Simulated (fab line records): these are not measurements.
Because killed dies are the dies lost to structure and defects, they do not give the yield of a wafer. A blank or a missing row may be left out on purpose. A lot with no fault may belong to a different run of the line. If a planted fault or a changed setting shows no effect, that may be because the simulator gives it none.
fab line records	flow n5-finfet
record: lots: 12	wafers: 33	last-day: 19
route steps=1938 shown BEOL_M5@1180 BEOL_M6@1194 PASSIVATION@1936
lots that met no fault: taken from a fault-free run of the same line
start-h: hours from the record's opening day to when the first of the lot's shown wafers began	wait-h: hours since the lot's step before	" repeats the value in the row above	L1.1+2: one row covering several wafers at once	- no value present, or no start provided	* or withheld: withheld	< > ~ a bound
route shown NAME@n: a module of which the file shows steps, and the number in the route of the first	usual: mean/standard deviation taken from wafers without a fault	same: alike in all rows	chamber/n: place in a boat	sites: readings site by site	_std_site: standard deviation of those values	_edge_site: outer sites' mean less inner sites'	radius-mm: how far each site lies from the wafer's centre	mask NAME#n: copy n	behind: tool/chamber where the wafer was last shaped	hold: reason for holding the lot/hours on hold/outcome of the hold	device: names the non-switching transistor (n, p or np)	end of line: the same wafers' tests at the end of the route	step lacking rows: just its recipe	killed: at the first sort, the dies lost to defects and structure; wafer yield is something else	map: shows each die of a wafer: x if killed, . if not, _ if none is there
set.NAME: the run value of the setting; set.NAME@STEP: its run value at that earlier step	model.NAME: the simulator's own value behind a step, which no gauge read
the route's steps for a sample of lots (tables are steps, rows are wafers)
services: when a tool's chamber went out of use (start-h, in hours from the record's first day, below 0 if earlier), for how many hours, and the reason
== steps ==
step: N5_BEOL_M5_ANNEAL_84
recipe: temp-c: 400	time-s: 1800	ambient: vacuum
usual: heater-power-w: 833/83
lot.wafer	tool	chamber	start-h	wait-h	heater-power-w
L441.3	pvd-sputter-02	-	193.53	0.0	794
L441.4	"	-	"	"	912
L441.6	"	-	"	"	881
L443.3	pvd-sputter-01	-	205.54	0.0	861
L443.4	"	-	"	"	756
L443.5	"	-	"	"	844
L444.1	pvd-sputter-03	-	205.83	0.0	647
L444.4	"	-	"	"	835
L446.1	pvd-sputter-03	-	220.93	0.0	738
L446.6	"	-	"	"	661
L448.2	pvd-sputter-03	-	239.67	0.0	663
L448.4	"	-	"	"	748
L448.5	"	-	"	"	667
L450.4	pvd-sputter-02	-	254.06	0.0	969
L450.5	"	-	"	"	784
L450.6	"	-	"	"	975
L452.1	pvd-sputter-01	-	258.39	0.0	736
L452.6	"	-	"	"	883
L451.3	pvd-sputter-02	-	259.99	0.0	857
L451.4	"	-	"	"	916
L451.5	"	-	"	"	918
L456.1	pvd-sputter-03	-	279.18	0.0	649
L456.2	"	-	"	"	863
L456.4	"	-	"	"	835
L458.1	pvd-sputter-03	-	303.00	0.0	747
L458.3	"	-	"	"	878
L458.4	"	-	"	"	672
L461.4	pvd-sputter-01	-	317.27	0.0	904
L461.5	"	-	"	"	754
L461.6	"	-	"	"	899
L463.2	pvd-sputter-01	-	328.05	0.0	865
L463.3	"	-	"	"	746
L463.5	"	-	"	"	748
step: N5_BEOL_M5_CO_CAP_78
recipe: material: Co	target-thk-a: 20	temp-c: 200	precursor: CCTBA/H2	pressure-torr: 30	time-s: 102.1
usual: heater-power-w: 239/11
lot.wafer	tool	chamber	start-h	wait-h	heater-power-w
L441.3	cvd-co-01	1	196.52	0.0	229
L441.4	"	2	"	"	222
L441.6	"	0	"	"	246
L443.3	cvd-co-02	2	208.69	0.0	251
L443.4	"	2	"	"	256
L443.5	"	1	"	"	232
L444.1	cvd-co-02	0	209.08	0.0	229
L444.4	"	1	"	"	238
L446.1	cvd-co-02	1	223.90	0.0	240
L446.6	"	2	"	"	255
L448.2	cvd-co-01	2	242.94	0.0	223
L448.4	"	0	"	"	250
L448.5	"	1	"	"	232
L450.4	cvd-co-01	0	257.06	0.0	239
L450.5	"	2	"	"	231
L450.6	"	1	"	"	230
L452.1	cvd-co-01	2	261.35	0.0	226
L452.6	"	2	"	"	226
L451.3	cvd-co-02	1	263.28	0.0	235
L451.4	"	0	"	"	236
L451.5	"	2	"	"	261
L456.1	cvd-co-01	2	282.62	0.0	228
L456.2	"	1	"	"	233
L456.4	"	1	"	"	236
L458.1	cvd-co-02	2	306.41	0.0	259
L458.3	"	1	"	"	237
L458.4	"	2	"	"	263
L461.4	cvd-co-01	0	322.36	0.0	247
L461.5	"	1	"	"	236
L461.6	"	2	"	"	223
L463.2	cvd-co-01	1	331.14	0.0	236
L463.3	"	0	"	"	248
L463.5	"	0	"	"	243
step: N5_BEOL_M6_ILD_DEP_00
recipe: material: SiCOH_lowk	target-thk-a: 1797.5	temp-c: 300	precursor: DEMS/porogen	pressure-torr: 5	rf-w: 500	time-s: 33.4
usual: heater-power-w: 277/37	showerhead-plenum-p-Torr: 5.734/0.016	throttle-valve-pct: 14.1/0.98
lot.wafer	tool	chamber	start-h	wait-h	heater-power-w	showerhead-plenum-p-Torr	throttle-valve-pct
L441.3	pecvd-04	0	196.77	0.0	301	5.706	14.0
L441.4	"	2	"	"	233	5.715	13.7
L441.6	"	1	"	"	254	5.728	14.8
L443.3	pecvd-03	2	208.93	0.0	269	5.752	12.6
L443.4	"	0	"	"	323	5.734	14.6
L443.5	"	1	"	"	252	5.747	14.7
L444.1	pecvd-04	1	209.33	0.0	305	5.728	14.7
L444.4	"	1	"	"	309	5.737	14.7
L446.1	pecvd-03	0	224.15	0.0	315	5.751	14.8
L446.6	"	2	"	"	252	5.736	12.7
L448.2	pecvd-03	0	243.19	0.0	309	5.750	14.5
L448.4	"	1	"	"	250	5.755	14.9
L448.5	"	2	"	"	254	5.748	12.5
L450.4	pecvd-01	0	257.30	0.1	322	5.731	13.7
L450.5	"	2	"	"	219	5.711	13.6
L450.6	"	1	"	"	262	5.764	15.9
L452.1	pecvd-01	1	261.60	0.0	252	5.749	15.6
L452.6	"	2	"	"	209	5.732	13.7
L451.3	pecvd-03	0	263.53	0.0	333	5.741	14.9
L451.4	"	2	"	"	246	5.752	12.9
L451.5	"	0	"	"	343	5.729	14.7
L456.1	pecvd-03	2	282.90	0.0	238	5.756	12.7
L456.2	"	1	"	"	276	5.730	14.6
L456.4	"	1	"	"	209	5.737	15.1
L458.1	pecvd-01	1	306.66	0.0	286	5.739	15.6
L458.3	"	2	"	"	229	5.711	13.5
L458.4	"	1	"	"	284	5.749	15.9
L461.4	pecvd-01	0	322.60	0.1	339	5.728	13.6
L461.5	"	2	"	"	195	5.717	13.6
L461.6	"	1	"	"	276	5.743	15.8
L463.2	pecvd-03	0	331.38	0.0	305	5.746	14.8
L463.3	"	2	"	"	251	5.744	12.7
L463.5	"	0	"	"	317	5.735	14.7
step: N5_BEOL_M6_THK_MEAS_01
recipe: reads: SiCOH_lowk_of_BEOL_M6_ILD_DEP_00
usual: M6_ILD_THK: 154.8/2.4
lot.wafer	tool	chamber	start-h	wait-h	M6_ILD_THK[nm]
L441.3	film-metro-01	-	197.35	0.3	157.4
L441.4	"	-	"	"	159.0
L441.6	"	-	"	"	155.2
L443.3	film-metro-02	-	209.54	0.3	151.3
L443.4	"	-	"	"	151.5
L443.5	"	-	"	"	153.5
L444.1	film-metro-01	-	209.93	0.4	154.4
L444.4	"	-	"	"	155.0
L446.1	film-metro-02	-	225.20	0.8	152.9
L446.6	"	-	"	"	154.3
L448.2	film-metro-02	-	243.76	0.4	150.8
L448.4	"	-	"	"	155.2
L448.5	"	-	"	"	152.1
L450.4	film-metro-02	-	257.87	0.2	157.7
L450.5	"	-	"	"	157.7
L450.6	"	-	"	"	157.2
L452.1	film-metro-01	-	262.18	0.4	154.9
L452.6	"	-	"	"	154.9
L451.3	film-metro-01	-	264.11	0.3	149.6
L451.4	"	-	"	"	151.8
L451.5	"	-	"	"	152.5
L456.1	film-metro-01	-	283.48	0.4	150.6
L456.2	"	-	"	"	151.7
L456.4	"	-	"	"	155.8
L458.1	film-metro-02	-	307.37	0.4	154.4
L458.3	"	-	"	"	209.3
L458.4	"	-	"	"	158.1
L461.4	film-metro-02	-	323.70	0.2	158.1
L461.5	"	-	"	"	213.5
L461.6	"	-	"	"	158.5
L463.2	film-metro-01	-	332.45	0.7	153.6
L463.3	"	-	"	"	155.1
L463.5	"	-	"	"	157.5
step: N5_BEOL_M6_PECVD_70
recipe: material: SiO2	target-thk-a: 200	temp-c: 400	precursor: TEOS/O2	pressure-torr: 5.5	rf-w: 450	teos-flow-sccm: 53.8	gas: O2	flow-sccm: 3000	time-s: 22.7
usual: heater-power-w: 656/72	showerhead-plenum-p-Torr: 8.75/0.062	throttle-valve-pct: 22.6/1.6
lot.wafer	tool	chamber	start-h	wait-h	heater-power-w	showerhead-plenum-p-Torr	throttle-valve-pct
L441.3	pecvd-04	0	197.38	0.0	699	8.65	22.6
L441.4	"	2	"	"	711	8.70	22.0
L441.6	"	1	"	"	696	8.77	23.7
L443.3	pecvd-03	1	209.58	0.0	659	8.76	23.7
L443.4	"	0	"	"	796	8.80	23.8
L443.5	"	1	"	"	653	8.80	23.9
L444.1	pecvd-03	0	209.97	0.0	675	8.76	23.4
L444.4	"	1	"	"	665	8.75	23.6
L446.1	pecvd-01	2	225.24	0.0	524	8.71	22.0
L446.6	"	2	"	"	519	8.72	21.5
L448.2	pecvd-04	0	243.80	0.0	622	8.66	23.1
L448.4	"	0	"	"	615	8.63	22.8
L448.5	"	2	"	"	665	8.65	19.6
L450.4	pecvd-04	2	257.92	0.1	695	8.67	19.6
L450.5	"	1	"	"	698	8.76	23.6
L450.6	"	0	"	"	622	8.66	23.1
L452.1	pecvd-03	2	262.21	0.0	571	8.79	20.6
L452.6	"	0	"	"	651	8.79	23.7
L451.3	pecvd-01	2	264.14	0.0	520	8.70	21.9
L451.4	"	1	"	"	649	8.83	25.4
L451.5	"	2	"	"	528	8.70	21.9
L456.1	pecvd-04	0	283.51	0.0	712	8.64	23.2
L456.2	"	1	"	"	702	8.78	23.9
L456.4	"	2	"	"	751	8.68	19.9
L458.1	pecvd-03	2	307.40	0.0	550	8.82	20.6
L458.3	"	1	"	"	582	8.78	23.6
L458.4	"	1	"	"	590	8.79	23.8
L461.4	pecvd-01	2	323.76	0.1	524	8.71	22.1
L461.5	"	0	"	"	788	8.75	21.7
L461.6	"	1	"	"	670	8.80	25.1
L463.2	pecvd-01	2	332.49	0.0	512	8.73	22.3
L463.3	"	0	"	"	742	8.79	21.7
L463.5	"	0	"	"	746	8.76	21.5
step: N5_PASSIVATION_PROBE_49
usual: defect-limited-yield: 91.1/1.4	killed_at_M0_to_M3: 34/11	killed_at_M4_up: 14/5.6	killed-at-contacts: 13/5.9	killed-at-front-end: 40/11	killed-at-other: 4/3.1	killed-dies: 105/16	killed-open: 68/11	killed-short: 34/8.4	sort_bin_5_function: 5.2/0.86	sort_bin_6_memory: 3.2/0.7	sort_bin_8_speed: 0.1/1.1	sort-n-pass: 1074/21	sort-yield-pct: 91.0/1.8
same: gross-dies: 1180	killed-at-back-side: 0	sort_bin_4_leakage[%]: 0
lot.wafer	tool	chamber	start-h	wait-h	defect-limited-yield[%]	killed_at_M0_to_M3	killed_at_M4_up	killed-at-contacts	killed-at-front-end	killed-at-other	killed-dies	killed-open	killed-short	sort_bin_5_function[%]	sort_bin_6_memory[%]	sort_bin_8_speed[%]	sort-n-pass	sort-yield-pct[%]
L444.1	prober-02	-	299.52	0.0	92.4	14	23	26	27	0	90	62	26	4.1	3.3	0.2	1088	92.2
L444.4	prober-02	-	299.67	0.2	90.2	41	13	21	40	1	116	65	47	5.8	3.1	0	1064	90.2
L443.3	prober-01	-	300.18	0.1	92.1	28	14	9	39	3	93	56	27	4.9	2.1	0	1087	92.1
L443.4	prober-01	-	300.23	0.2	93.1	31	10	11	27	2	81	52	29	4.4	2.3	0	1099	93.1
L443.5	prober-01	-	300.28	0.2	92.2	40	8	4	35	5	92	49	35	4.4	2.5	0	1088	92.2
L448.2	prober-02	-	344.68	0.6	92.1	37	17	7	29	3	93	59	34	3.6	3.8	0	1087	92.1
L448.4	prober-02	-	344.78	0.7	91.7	45	17	12	22	2	98	58	34	4.2	3.8	0	1082	91.7
L448.5	prober-02	-	344.83	0.7	90.9	60	16	14	16	1	107	66	38	5.7	3.1	0	1073	90.9
L452.1	prober-01	-	347.38	0.0	92.4	21	15	7	36	11	90	60	29	4.7	2.7	0	1090	92.4
L452.6	prober-01	-	347.63	0.3	89.7	38	12	11	50	10	121	69	40	5.9	3.6	0	1059	89.7
L451.3	prober-02	-	353.92	0.1	90.6	44	11	12	40	4	111	70	41	5.5	3.4	0	1069	90.6
L451.4	prober-02	-	353.97	0.2	88.6	61	16	8	46	4	135	81	54	6.6	4.6	0	1045	88.6
L451.5	prober-02	-	354.02	0.2	93.6	36	8	8	23	0	75	47	28	3.9	2.3	0	1105	93.6
L456.1	prober-02	-	394.15	0.0	90.8	18	9	20	60	2	109	58	46	4.9	3.6	0.3	1068	90.5
L456.2	prober-02	-	394.20	0.1	90.9	34	11	20	38	4	107	77	30	5.7	2.9	0	1073	90.9
L456.4	prober-02	-	394.30	0.2	91.3	24	12	6	51	10	103	68	25	5.0	3.4	0	1077	91.3
L461.4	prober-02	-	430.08	1.6	89.7	26	21	23	50	2	122	86	36	6.6	3.5	0	1058	89.7
L461.5	prober-02	-	430.13	1.6	91.8	42	19	11	23	2	97	73	24	5.4	2.7	0	1083	91.8
L461.6	prober-02	-	430.18	1.7	90.3	30	31	7	40	6	114	85	27	5.5	3.9	0	1066	90.3
L463.2	prober-02	-	442.85	0.1	87.8	27	25	17	69	6	144	96	48	6.7	5.2	0.8	1026	86.9
L463.3	prober-02	-	442.90	0.1	90.4	30	27	12	40	4	113	74	39	5.3	3.9	0	1067	90.4
L463.5	prober-02	-	443.00	0.2	91.5	20	25	9	45	1	100	70	29	5.4	2.8	0	1080	91.5
L458.1	prober-02	-	464.38	0.0	90.6	43	16	13	31	8	111	76	34	5.7	3.6	0	1069	90.6
L458.3	prober-02	-	464.48	0.1	91.3	22	17	13	46	5	103	72	31	5.7	2.8	0	1077	91.3
L458.4	prober-02	-	464.53	0.2	91.3	41	17	3	38	4	103	69	34	5.0	3.6	0	1077	91.3
killed by level:class
L444.1 MOL_CONTACT_COAG:geometric-particle:open=19 FIN_SAQP:geometric-particle:open=9 BEOL_M4:geometric-particle:open=9 FIN_SAQP:geometric-particle:short=7 MOL_CONTACT_COAG:geometric-particle:short=7 DUMMY_GATE:geometric-particle:open=4 BEOL_M8:geometric-particle:open=4 STI_FIN_REVEAL:geometric-particle:open=3
L444.4 MOL_CONTACT_COAG:geometric-particle:open=15 FIN_SAQP:geometric-particle:short=13 FIN_SAQP:geometric-particle:open=9 BEOL_M0_SAQP:geometric-particle:short=8 MOL_CONTACT_COAG:geometric-particle:short=6 BEOL_M1:geometric-particle:open=6 BEOL_M3:geometric-particle:open=6 BEOL_M5:geometric-particle:open=6
L443.3 BEOL_M0_SAQP:geometric-particle:open=10 HKMG_FIN:area-etch=8 MOL_CONTACT_COAG:geometric-particle:open=7 BEOL_M2:geometric-particle:open=7 DUMMY_GATE:geometric-particle:open=6 BEOL_M0_SAQP:geometric-particle:short=5 FIN_SAQP:geometric-particle:short=4 STARTING-WAFER:geometric-particle:short=4
L443.4 BEOL_M0_SAQP:geometric-particle:short=12 MOL_CONTACT_COAG:geometric-particle:open=10 FIN_SAQP:geometric-particle:open=6 STI_FIN_REVEAL:geometric-particle:open=6 FIN_SAQP:geometric-particle:short=5 BEOL_M2:geometric-particle:open=5 BEOL_M5:geometric-particle:open=4 BEOL_M1:geometric-particle:open=4
L443.5 BEOL_M2:geometric-particle:open=14 BEOL_M0_SAQP:geometric-particle:short=10 FIN_SAQP:geometric-particle:open=8 HKMG_FIN:area-etch=8 FIN_SAQP:geometric-particle:short=6 BEOL_M2:geometric-particle:short=6 BEOL_M0_SAQP:geometric-particle:open=5 BEOL_M7:geometric-particle:open=4
L448.2 BEOL_M0_SAQP:geometric-particle:short=11 BEOL_M2:geometric-particle:open=11 BEOL_M4:geometric-particle:open=8 MOL_CONTACT_COAG:geometric-particle:open=6 BEOL_M0_SAQP:geometric-particle:open=6 DUMMY_GATE:geometric-particle:open=5 GATE_CUT:geometric-particle:open=5 FIN_SAQP:geometric-particle:short=4
L448.4 BEOL_M0_SAQP:geometric-particle:short=15 BEOL_M0_SAQP:geometric-particle:open=15 MOL_CONTACT_COAG:geometric-particle:open=8 BEOL_M2:geometric-particle:open=7 BEOL_M4:geometric-particle:open=7 MOL_CONTACT_COAG:geometric-particle:short=4 STARTING-WAFER:geometric-particle:open=4 STARTING-WAFER:geometric-particle:short=3
L448.5 BEOL_M0_SAQP:geometric-particle:open=23 BEOL_M0_SAQP:geometric-particle:short=22 MOL_CONTACT_COAG:geometric-particle:open=11 BEOL_M2:geometric-particle:open=6 BEOL_M3:geometric-particle:open=5 BEOL_M5:geometric-particle:open=4 FIN_SAQP:geometric-particle:short=3 GATE_CUT:geometric-particle:open=3
L452.1 STI_FIN_REVEAL:geometric-particle:open=9 MOL_CONTACT_COAG:geometric-particle:open=7 BEOL_M0_SAQP:geometric-particle:short=6 BEOL_M5:geometric-particle:open=6 BEOL_M2:geometric-particle:open=6 GATE_CUT:geometric-particle:open=5 BEOL_M0_SAQP:geometric-particle:open=5 PAD_METAL:geometric-particle:open=5
L452.6 FIN_SAQP:geometric-particle:short=12 BEOL_M1:geometric-particle:open=10 MOL_CONTACT_COAG:geometric-particle:open=9 BEOL_M0_SAQP:geometric-particle:short=7 BEOL_M2:geometric-particle:open=6 STARTING-WAFER:geometric-particle:open=6 HKMG_FIN:area-etch=6 FIN_SAQP:geometric-particle:open=5
L451.3 BEOL_M0_SAQP:geometric-particle:short=16 BEOL_M0_SAQP:geometric-particle:open=11 MOL_CONTACT_COAG:geometric-particle:open=11 STI_FIN_REVEAL:geometric-particle:open=9 GATE_CUT:geometric-particle:short=9 FIN_SAQP:geometric-particle:open=6 BEOL_M2:geometric-particle:open=5 BEOL_M1:geometric-particle:open=5
L451.4 BEOL_M0_SAQP:geometric-particle:short=19 BEOL_M0_SAQP:geometric-particle:open=17 FIN_SAQP:geometric-particle:short=13 BEOL_M3:geometric-particle:open=12 BEOL_M4:geometric-particle:open=7 DUMMY_GATE:geometric-particle:open=6 GATE_CUT:geometric-particle:short=6 MOL_CONTACT_COAG:geometric-particle:open=6
L451.5 BEOL_M1:geometric-particle:open=9 BEOL_M0_SAQP:geometric-particle:open=7 FIN_SAQP:geometric-particle:short=6 BEOL_M2:geometric-particle:open=6 GATE_CUT:geometric-particle:short=5 FIN_SAQP:geometric-particle:open=4 MOL_CONTACT_COAG:geometric-particle:open=4 MOL_CONTACT_COAG:geometric-particle:short=4
L456.1 MOL_CONTACT_COAG:geometric-particle:open=15 GATE_CUT:geometric-particle:short=14 FIN_SAQP:geometric-particle:short=11 FIN_SAQP:geometric-particle:open=9 STI_FIN_REVEAL:geometric-particle:open=9 BEOL_M0_SAQP:geometric-particle:open=6 DUMMY_GATE:geometric-particle:open=5 MOL_CONTACT_COAG:geometric-particle:short=5
L456.2 MOL_CONTACT_COAG:geometric-particle:open=18 STI_FIN_REVEAL:geometric-particle:open=11 BEOL_M3:geometric-particle:open=9 FIN_SAQP:geometric-particle:open=7 BEOL_M1:geometric-particle:open=7 FIN_SAQP:geometric-particle:short=6 BEOL_M0_SAQP:geometric-particle:short=5 BEOL_M0_SAQP:geometric-particle:open=5
L456.4 STI_FIN_REVEAL:geometric-particle:open=12 FIN_SAQP:geometric-particle:open=11 PASSIVATION:area-etch=9 FIN_SAQP:geometric-particle:short=6 MOL_CONTACT_COAG:geometric-particle:open=6 BEOL_M1:geometric-particle:open=6 ILD0:geometric-particle:open=5 BEOL_M3:geometric-particle:open=4
L461.4 MOL_CONTACT_COAG:geometric-particle:open=16 FIN_SAQP:geometric-particle:open=13 STI_FIN_REVEAL:geometric-particle:open=11 BEOL_M4:geometric-particle:open=11 BEOL_M0_SAQP:geometric-particle:open=9 MOL_CONTACT_COAG:geometric-particle:short=7 GATE_CUT:geometric-particle:open=5 BEOL_M0_SAQP:geometric-particle:short=5
L461.5 BEOL_M3:geometric-particle:open=12 FIN_SAQP:geometric-particle:open=9 BEOL_M0_SAQP:geometric-particle:open=9 MOL_CONTACT_COAG:geometric-particle:open=8 BEOL_M0_SAQP:geometric-particle:short=7 BEOL_M2:geometric-particle:open=6 BEOL_M4:geometric-particle:open=6 BEOL_M1:geometric-particle:open=4
L461.6 BEOL_M4:geometric-particle:open=18 STI_FIN_REVEAL:geometric-particle:open=18 BEOL_M3:geometric-particle:open=7 MOL_CONTACT_COAG:geometric-particle:open=6 BEOL_M0_SAQP:geometric-particle:short=6 FIN_SAQP:geometric-particle:open=5 ILD0:geometric-particle:open=5 BEOL_M5:geometric-particle:open=5
L463.2 FIN_SAQP:geometric-particle:open=27 FIN_SAQP:geometric-particle:short=25 BEOL_M4:geometric-particle:open=16 MOL_CONTACT_COAG:geometric-particle:open=13 BEOL_M2:geometric-particle:open=10 BEOL_M0_SAQP:geometric-particle:open=6 MOL_CONTACT_COAG:geometric-particle:short=4 BEOL_M5:geometric-particle:open=4
L463.3 FIN_SAQP:geometric-particle:short=17 MOL_CONTACT_COAG:geometric-particle:open=11 BEOL_M4:geometric-particle:open=11 FIN_SAQP:geometric-particle:open=9 BEOL_M3:geometric-particle:open=8 BEOL_M0_SAQP:geometric-particle:open=6 BEOL_M0_SAQP:geometric-particle:short=5 BEOL_M5:geometric-particle:open=5
L463.5 FIN_SAQP:geometric-particle:open=14 BEOL_M4:geometric-particle:open=14 FIN_SAQP:geometric-particle:short=12 BEOL_M3:geometric-particle:open=9 MOL_CONTACT_COAG:geometric-particle:open=8 STI_FIN_REVEAL:geometric-particle:open=6 DUMMY_GATE:geometric-particle:open=4 BEOL_M5:geometric-particle:open=4
L458.1 BEOL_M2:geometric-particle:open=18 GATE_CUT:geometric-particle:short=9 MOL_CONTACT_COAG:geometric-particle:open=9 BEOL_M2:geometric-particle:short=8 BEOL_M1:geometric-particle:open=7 STI_FIN_REVEAL:geometric-particle:open=5 BEOL_M4:geometric-particle:open=5 MIM_TOP:geometric-particle:open=5
L458.3 MOL_CONTACT_COAG:geometric-particle:open=12 BEOL_M4:geometric-particle:open=12 STI_FIN_REVEAL:geometric-particle:open=10 FIN_SAQP:geometric-particle:open=8 BEOL_M3:geometric-particle:open=8 FIN_SAQP:geometric-particle:short=7 BEOL_M0_SAQP:geometric-particle:open=5 GATE_CUT:geometric-particle:short=4
L458.4 BEOL_M2:geometric-particle:open=12 BEOL_M0_SAQP:geometric-particle:open=8 STI_FIN_REVEAL:geometric-particle:open=7 BEOL_M0_SAQP:geometric-particle:short=7 FIN_SAQP:geometric-particle:open=6 DUMMY_GATE:geometric-particle:open=6 BEOL_M5:geometric-particle:open=6 FIN_SAQP:geometric-particle:short=5
== services ==
tool	chamber	start-h	hours	kind
pecvd-04	1	171.87	21.9	repair
cvd-co-02	-	173.05	4.3	pm
pvd-sputter-02	-	177.90	0.7	repair
pecvd-01	2	180.44	14.7	repair
pecvd-01	-	196.23	0.5	repair
pecvd-04	2	202.43	-	clean
pecvd-04	2	202.43	-	consumable-replace:showerhead
pecvd-04	2	202.43	29.0	scheduled-down
pecvd-04	2	202.43	29.0	vent-cycle
pecvd-01	2	214.88	2.1	scheduled-down
pecvd-01	-	219.58	1.3	repair
pecvd-04	0	223.22	5.5	scheduled-down
cvd-co-02	0	237.44	6.6	repair
cvd-co-01	-	243.87	2.8	pm
cvd-co-02	-	252.23	6.9	pm
cvd-co-01	-	263.04	0.3	repair
cvd-co-01	2	267.80	8.3	repair
cvd-co-02	2	288.59	3.8	repair
cvd-co-01	-	289.21	1.1	repair
pecvd-01	2	291.60	2.1	repair
pecvd-04	-	292.23	3.4	repair
cvd-co-01	-	304.09	6.9	pm
pecvd-03	1	323.05	5.5	scheduled-down
cvd-co-02	-	325.00	0.2	repair
== key ==
first-sign: step: N5_BEOL_M6_THK_MEAS_01	reading: M6_ILD_THK	direction: up	sigmas: 23	usual: 154.8	struck: 211.4
effect none on later readings
met-at N5_BEOL_M6_ILD_DEP_00
struck-lots L458,L461
struck-wafers L458.3,L461.5
not-acting-at N5_BEOL_M5_ANNEAL_84,N5_BEOL_M5_CO_CAP_78,N5_BEOL_M6_PECVD_70
onset-between 261.60 306.66
fault: kind: process-parameter-drift	tool: pecvd-01	chamber: -	onset-h: 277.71	steps: N5_BEOL_M6_ILD_DEP_00	channel: time-s	offset: *	shape: step	end-h: 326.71	scope: struck-wafers-only	acts-in: *	stated: *
